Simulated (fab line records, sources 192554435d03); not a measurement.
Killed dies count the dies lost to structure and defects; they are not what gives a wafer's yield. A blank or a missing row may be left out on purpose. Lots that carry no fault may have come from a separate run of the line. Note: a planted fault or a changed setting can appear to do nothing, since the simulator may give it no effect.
Split-lot study ; flow n5_finfet ; 39 wafers read across 7 lots, on a route 1938 steps long

== THE SPLIT ITSELF ==
At N5_HKMG_FIN_ETCH_55 (etches SOC in N2/H2, target depth 240 nm, time 300 s), the setting bias_w was moved away from the recipe's 150 W on 12 of the 39 wafers read, by -18.1% to +14.5%. For the rest of the wafers, this setting stayed at what the recipe calls for.

Reading taken at the split's own step.

== THE READING ==
rf_vpp_V, in V, at N5_HKMG_FIN_ETCH_55 (etches SOC in N2/H2, target depth 240 nm, time 300 s). Typical for fault-free wafers on this fab line: 523.1 V, with standard deviation 2.4 V.

wafer;tool, chamber at the split;bias_w as run, W;against the recipe;rf_vpp_V, V;against lot-mates on the recipe
L074.1;rie_diel-04, 3;131.9;-12.1%;480.9;-40.1
L074.2;rie_diel-04, 0;131.9;-12.1%;482.5;-38.5
L074.3;rie_diel-04, 1;150;recipe;520.4;-
L074.4;rie_diel-04, 3;150;recipe;520.8;-
L074.5;rie_diel-04, 0;131.9;-12.1%;483.6;-37.4
L074.6;rie_diel-04, 1;150;recipe;521.7;-
L075.1;rie_diel-01, 0;150;recipe;525.3;-
L075.2;rie_diel-01, 1;150;recipe;526.8;-
L075.3;rie_diel-01, 2;150;recipe;525.1;-
L077.1;rie_diel-01, 2;122.9;-18.1%;461.8;-63.3
L077.2;rie_diel-01, 1;150;recipe;527.1;-
L077.3;rie_diel-01, 3;150;recipe;521.6;-
L077.4;rie_diel-01, 0;150;recipe;526.7;-
L077.5;rie_diel-01, 3;122.9;-18.1%;459.3;-65.8
L077.6;rie_diel-01, 2;122.9;-18.1%;461.2;-63.9
L083.1;rie_diel-04, 1;134.4;-10.4%;484.9;-38.6
L083.2;rie_diel-04, 3;150;recipe;519.9;-
L083.3;rie_diel-04, 0;134.4;-10.4%;489.4;-34.1
L083.4;rie_diel-04, 2;150;recipe;525.7;-
L083.5;rie_diel-04, 2;150;recipe;524.8;-
L083.6;rie_diel-04, 3;134.4;-10.4%;486.2;-37.3
L086.1;rie_diel-04, 2;150;recipe;526.0;-
L086.2;rie_diel-04, 0;171.8;+14.5%;570.6;+48.4
L086.3;rie_diel-04, 1;150;recipe;521.0;-
L086.4;rie_diel-04, 3;150;recipe;519.6;-
L086.5;rie_diel-04, 0;171.8;+14.5%;571.2;+49.0
L086.6;rie_diel-04, 3;171.8;+14.5%;567.7;+45.5
L087.1;rie_diel-05, 3;150;recipe;519.6;-
L087.2;rie_diel-05, 2;150;recipe;526.1;-
L087.3;rie_diel-05, 0;150;recipe;520.2;-
L087.4;rie_diel-05, 1;150;recipe;524.2;-
L087.5;rie_diel-05, 1;150;recipe;524.0;-
L087.6;rie_diel-05, 2;150;recipe;526.3;-
L091.1;rie_diel-04, 0;150;recipe;524.3;-
L091.2;rie_diel-04, 3;150;recipe;521.8;-
L091.3;rie_diel-04, 1;150;recipe;519.5;-
L091.4;rie_diel-04, 2;150;recipe;524.7;-
L091.5;rie_diel-04, 2;150;recipe;525.6;-
L091.6;rie_diel-04, 3;150;recipe;521.3;-

FIT RESULTS
A straight line over all 39 wafers: rf_vpp_V changes by +3.37 V for each +1% of bias_w; r = +1.00; the points scatter about the line by 2.5 V.
The same after taking each lot's own level away (the mean of its wafers on the recipe; 39 wafers): +3.41 V for each +1%; r = +1.00; scatter 2.4 V.
That fit puts the effect of the largest move of bias_w on the reading at 62 V.
From 520.97 to 525.73 V: that is the span of the lots' own levels, equal to 2.0 times the standard deviation above.
So the lot-to-lot level changes the slope little: the two slopes agree.
Check: -61.5 V against its lot-mates is what the line predicts for one of the wafers moved furthest among these (-18.1%) when that wafer is left out of the fit. It came out at -63.3 V against them.
Tool readings at the split's step, against how far the setting was moved: rf_vpp_V r = +1.00.

== THESE WAFERS: OTHER SPLITS ==
Other splits were also applied to these wafers ahead of the reading. Each is held against what the fit with the lots' levels taken away leaves over:
other split on the same wafers;wafers away from the commonest value;r with rf_vpp_V (lot level and that fit taken away)
N5_DUMMY_GATE_ETCH_37 source_w;18;-0.08

== THE WHOLE CHAIN: every reading that the file lists as answering this split, in the file's order ==
step;what it does;reading;change (the file's fit);r (the file's)
N5_HKMG_FIN_ETCH_55;etches SOC in N2/H2, target depth 240 nm, time 300 s;rf_vpp_V;+3.41 V for each +1% of the setting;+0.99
N5_HKMG_FIN_ETCH_55;etches SOC in N2/H2, target depth 240 nm, time 300 s;SiARC_of_HKMG_FIN_COAT_42.thk_nm (the simulator's own value, which no gauge read);-0.186 nm for each +1% of the setting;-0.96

== FILE'S OWN FIT ==
rf_vpp_V changes by +3.41 V for each +1% of bias_w, r = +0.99.
